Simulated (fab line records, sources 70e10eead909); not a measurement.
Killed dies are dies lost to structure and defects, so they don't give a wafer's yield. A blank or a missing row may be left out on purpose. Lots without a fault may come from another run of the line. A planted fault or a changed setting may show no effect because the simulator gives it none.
A struck lot beside a sound one | flow nand_harc | 14 steps out of a route of 1302
Sound: wafers L617.3, L617.4, L617.5. Struck: wafers L622.2, L622.3, L622.5. The cause comes at the end.
At each step with rows: each side's tool, then ch and its chambers, then its first start. Under that, the readings that differ: sound wafers | struck wafers | difference of the means | sigmas: that difference in standard deviations of wafers without a fault.
alike: readings whose means differ by less than 2 such deviations, and words and numbers that are the same on both sides. not compared: withheld readings, readings that some wafer has no value for, bounds like >300 that may hide the same value, and numbers for which the record gives no deviation and whose values overlap.
The two part at a step that has a row with sigmas, a row that says differs or no value, or rows on one side only. Numbers that don't overlap but have no deviation are shown without sigmas and don't part them. A reading that every wafer of one side lacks parts them only if that side has two wafers or more.

first, 2 steps without rows for these wafers: NHARC_A_SOURCE_PLATE_SRD_01; NHARC_A_SOURCE_PLATE_OXIDE_02 (material SiO2, target thk 10 nm, ox time 1362 s).
NHARC_A_SOURCE_PLATE_THK_MEAS_09: measures by ellipsometry.
  sound on film_metro-01, day 9 13:08; struck on film_metro-01, day 11 22:41
  alike: thk_nm
then, 3 steps without rows for these wafers: NHARC_A_SOURCE_PLATE_PVD_04 (deposits WSi2, target thk 50 nm); NHARC_A_SOURCE_PLATE_CVD_03 (deposits poly-Si, target thk 200 nm, time 4000 s); NHARC_A_SOURCE_PLATE_ANNEAL_05 (time 1800 s).
NHARC_A_SOURCE_PLATE_THK_MEAS_06: measures by ellipsometry.
  sound on film_metro-02, day 10 01:35; struck on film_metro-01, day 12 11:10
  alike: thk_nm
NHARC_A_SOURCE_PLATE_INSPECT_08:
  sound on defect_inspect-01, day 10 01:41; struck on defect_inspect-01, day 12 11:14
  alike: raw_defect_count
then, 1 step without rows for these wafers: NHARC_A_ONON_D1_DEP_00 (target thk 1000 nm).
NHARC_A_ONON_D1_THK_MEAS_02: measures by ellipsometry.
  sound on film_metro-01, day 10 02:16; struck on film_metro-02, day 12 11:49
  reading     | sound       | struck         | difference | sigmas
  thk_nm (nm) | 981 981 981 | 1000 1001 1001 | +20        | +2
NHARC_A_ONON_D1_DEP_03: target thk 1000 nm.
  sound on pecvd_onon-04 ch 0, day 10 02:26; struck on pecvd_onon-04 ch 0, day 12 11:56
  alike: n2_flow_sccm, sih4_flow_sccm
NHARC_A_ONON_D1_THK_MEAS_05: measures by ellipsometry.
  sound on film_metro-01, day 10 02:50; struck on film_metro-02, day 12 12:23
  reading     | sound       | struck      | difference | sigmas
  thk_nm (nm) | 990 991 992 | 456 457 455 | -535       | -45
then, 1 step without rows for these wafers: NHARC_A_ONON_D1_DEP_06 (target thk 1000 nm).
-- the record jumps here: 16 days lie between the struck wafers' starts before and after (it left off in module A_ONON_D1 and takes up again in module END, whose first step shown is number 1302 of the route) --
NHARC_END_SORT_01:
  sound on prober-02 ch 0, day 26 04:02; struck on prober-01 ch 0, day 28 15:31
  reading         | sound    | struck      | difference | sigmas
  killed_at_array | 78 89 57 | 670 668 675 | +596       | +37
  killed_dies     | 84 93 57 | 677 677 677 | +599       | +37
  alike: killed_at_other, killed_at_periphery, killed_open, killed_short

WHERE THEY PART
First at NHARC_A_ONON_D1_THK_MEAS_02; last, within this record, at NHARC_END_SORT_01.

WHY: what the simulator had put in
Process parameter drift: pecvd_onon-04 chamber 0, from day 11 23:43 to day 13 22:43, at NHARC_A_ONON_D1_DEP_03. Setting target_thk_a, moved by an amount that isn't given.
